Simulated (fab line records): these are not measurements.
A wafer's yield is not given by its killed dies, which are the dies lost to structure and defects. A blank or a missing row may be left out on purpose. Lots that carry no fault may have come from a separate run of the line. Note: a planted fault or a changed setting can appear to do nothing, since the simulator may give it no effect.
Matching of chambers / flow n5-finfet / ald-sin-02 running N5_MOL_CONTACT_COAG_ALD_131: 4 sister chambers
The step deposits SiO2, target thk 5 nm, pulse time 1 s, co reactant pulse time 1 s. 16 wafers are shown with their chamber, then 8 later ones without.

== EACH WAFER AND ITS CHAMBER ==
wafer=L077.1; chamber=1; heater-power-w (W)=86; susceptor-temp-C (C)=99.98; precursor-pulse-height-rel=0.999
wafer=L077.2; chamber=3; heater-power-w (W)=74; susceptor-temp-C (C)=99.90; precursor-pulse-height-rel=0.994
wafer=L077.6; chamber=1; heater-power-w (W)=88; susceptor-temp-C (C)=99.98; precursor-pulse-height-rel=1.006
wafer=L078.3; chamber=1; heater-power-w (W)=87; susceptor-temp-C (C)=99.97; precursor-pulse-height-rel=0.989
wafer=L078.5; chamber=0; heater-power-w (W)=78; susceptor-temp-C (C)=100.01; precursor-pulse-height-rel=1.004
wafer=L078.6; chamber=1; heater-power-w (W)=87; susceptor-temp-C (C)=99.77; precursor-pulse-height-rel=1.007
wafer=L082.4; chamber=2; heater-power-w (W)=67; susceptor-temp-C (C)=99.99; precursor-pulse-height-rel=1.032
wafer=L082.5; chamber=2; heater-power-w (W)=66; susceptor-temp-C (C)=100.05; precursor-pulse-height-rel=0.997
wafer=L082.6; chamber=3; heater-power-w (W)=74; susceptor-temp-C (C)=99.77; precursor-pulse-height-rel=0.980
wafer=L083.3; chamber=2; heater-power-w (W)=66; susceptor-temp-C (C)=100.01; precursor-pulse-height-rel=0.990
wafer=L083.4; chamber=3; heater-power-w (W)=73; susceptor-temp-C (C)=99.86; precursor-pulse-height-rel=0.971
wafer=L083.6; chamber=3; heater-power-w (W)=72; susceptor-temp-C (C)=99.79; precursor-pulse-height-rel=0.990
wafer=L089.3; chamber=1; heater-power-w (W)=89; susceptor-temp-C (C)=100.09; precursor-pulse-height-rel=0.959
wafer=L089.4; chamber=2; heater-power-w (W)=66; susceptor-temp-C (C)=99.95; precursor-pulse-height-rel=1.020
wafer=L089.6; chamber=1; heater-power-w (W)=89; susceptor-temp-C (C)=100.04; precursor-pulse-height-rel=0.978
wafer=L093.2; chamber=1; heater-power-w (W)=88; susceptor-temp-C (C)=99.87; precursor-pulse-height-rel=1.021

SIGNATURES (averages over the wafers above)
reading=heater-power-w; chamber 0=78.00; chamber 1=87.71; chamber 2=66.25; chamber 3=73.25; scatter within a chamber=0.954
reading=susceptor-temp-C; chamber 0=100.0100; chamber 1=99.9571; chamber 2=100.0000; chamber 3=99.8300; scatter within a chamber=0.0839
reading=precursor-pulse-height-rel; chamber 0=1.00400; chamber 1=0.99414; chamber 2=1.00975; chamber 3=0.98375; scatter within a chamber=0.0184
Rule: distance of a wafer from a chamber = root of the sum over the readings of ((wafer's reading minus chamber's mean) / reading's scatter) squared. The wafer belongs to the nearest chamber; if the next one is less than 2 further off, it can't be placed. The scatter: take each reading less its chamber's mean, square it, sum over the shown wafers, divide by the number of wafers less the number of chambers, and take the root.

== WAFERS WITHOUT THEIR CHAMBER ==
wafer=L093.4; heater-power-w (W)=76; susceptor-temp-C (C)=100.01; precursor-pulse-height-rel=1.013
wafer=L093.5; heater-power-w (W)=90; susceptor-temp-C (C)=99.81; precursor-pulse-height-rel=0.999
wafer=L092.1; heater-power-w (W)=66; susceptor-temp-C (C)=99.93; precursor-pulse-height-rel=0.995
wafer=L092.2; heater-power-w (W)=78; susceptor-temp-C (C)=99.81; precursor-pulse-height-rel=0.999
wafer=L092.5; heater-power-w (W)=73; susceptor-temp-C (C)=100.00; precursor-pulse-height-rel=1.014
wafer=L097.2; heater-power-w (W)=72; susceptor-temp-C (C)=100.09; precursor-pulse-height-rel=0.993
wafer=L097.3; heater-power-w (W)=67; susceptor-temp-C (C)=99.93; precursor-pulse-height-rel=1.000
wafer=L097.5; heater-power-w (W)=77; susceptor-temp-C (C)=99.98; precursor-pulse-height-rel=0.992

== WHICH CHAMBER EACH ONE RAN IN ==
wafer=L093.4; from the rows above=can't be placed: 0 or 3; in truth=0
wafer=L093.5; from the rows above=1; in truth=1
wafer=L092.1; from the rows above=2; in truth=2
wafer=L092.2; from the rows above=0; in truth=0
wafer=L092.5; from the rows above=3; in truth=3
wafer=L097.2; from the rows above=3; in truth=3
wafer=L097.3; from the rows above=2; in truth=2
wafer=L097.5; from the rows above=0; in truth=0
Correct placement for 7 of the 8. Not placeable from these rows: 1 (in 1, the candidates include the true chamber). Number placed wrongly: 0.
